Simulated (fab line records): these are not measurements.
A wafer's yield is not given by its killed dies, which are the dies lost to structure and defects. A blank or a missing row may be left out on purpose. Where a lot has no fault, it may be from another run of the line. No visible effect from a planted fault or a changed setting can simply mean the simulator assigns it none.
Matching of chambers ; flow nand-harc ; NHARC_THIN_TSV_DESCUM_35 on rie-diel-08: 4 sister chambers
The step chemistry O2, time 3 s. 14 wafers are shown with their chamber, then 7 later ones without.

== WAFERS PAIRED WITH THEIR CHAMBERS ==
wafer;chamber;showerhead-plenum-p-Torr (Torr);drypump-motor-current-A (A);rf-vpp-V (V)
L246.2;0;1.79;4.6;57.3
L246.3;1;1.95;6.1;59.3
L246.5;2;2.05;6.1;57.6
L244.1;1;1.95;6.1;58.5
L244.2;0;1.79;4.6;57.2
L244.3;3;2.05;5.7;56.8
L249.1;0;1.79;4.6;56.6
L249.2;1;1.95;6.1;57.9
L249.5;1;1.95;6.1;58.5
L254.2;2;2.05;6.2;58.6
L254.4;3;2.04;5.7;57.9
L254.5;1;1.95;6.1;58.2
L263.1;0;1.79;4.7;57.4
L263.4;2;2.05;6.1;56.6

SIGNATURES (averages over the wafers above)
reading;chamber 0;chamber 1;chamber 2;chamber 3;scatter within a chamber
showerhead-plenum-p-Torr;1.7900;1.9500;2.0500;2.0450;0.00224
drypump-motor-current-A;4.625;6.100;6.133;5.700;0.0376
rf-vpp-V;57.125;58.480;57.600;57.350;0.639
Rule: distance of a wafer from a chamber = root of the sum over the readings of ((wafer's reading minus chamber's mean) / reading's scatter) squared. If the next closest chamber is less than 2 further off than the closest, the wafer can't be placed; otherwise it belongs to the closest. The scatter: the root of (the sum of the squares of (reading less its chamber's mean) over the shown wafers, divided by (wafers less chambers)).

== WAFERS WHOSE CHAMBER IS MISSING ==
wafer;showerhead-plenum-p-Torr (Torr);drypump-motor-current-A (A);rf-vpp-V (V)
L263.5;2.04;5.7;58.4
L262.2;2.04;5.7;60.4
L262.5;1.95;6.1;58.5
L262.6;1.79;4.6;58.1
L261.1;2.05;6.1;58.5
L261.5;2.05;6.1;59.4
L261.6;1.79;4.6;56.3

== WHICH CHAMBER EACH WENT THROUGH ==
wafer;from the rows above;in truth
L263.5;3;3
L262.2;3;3
L262.5;1;1
L262.6;0;0
L261.1;2;2
L261.5;2;2
L261.6;0;0
Correctly placed: 7 of 7. Number that these rows cannot place: 0. Number placed wrongly: 0.
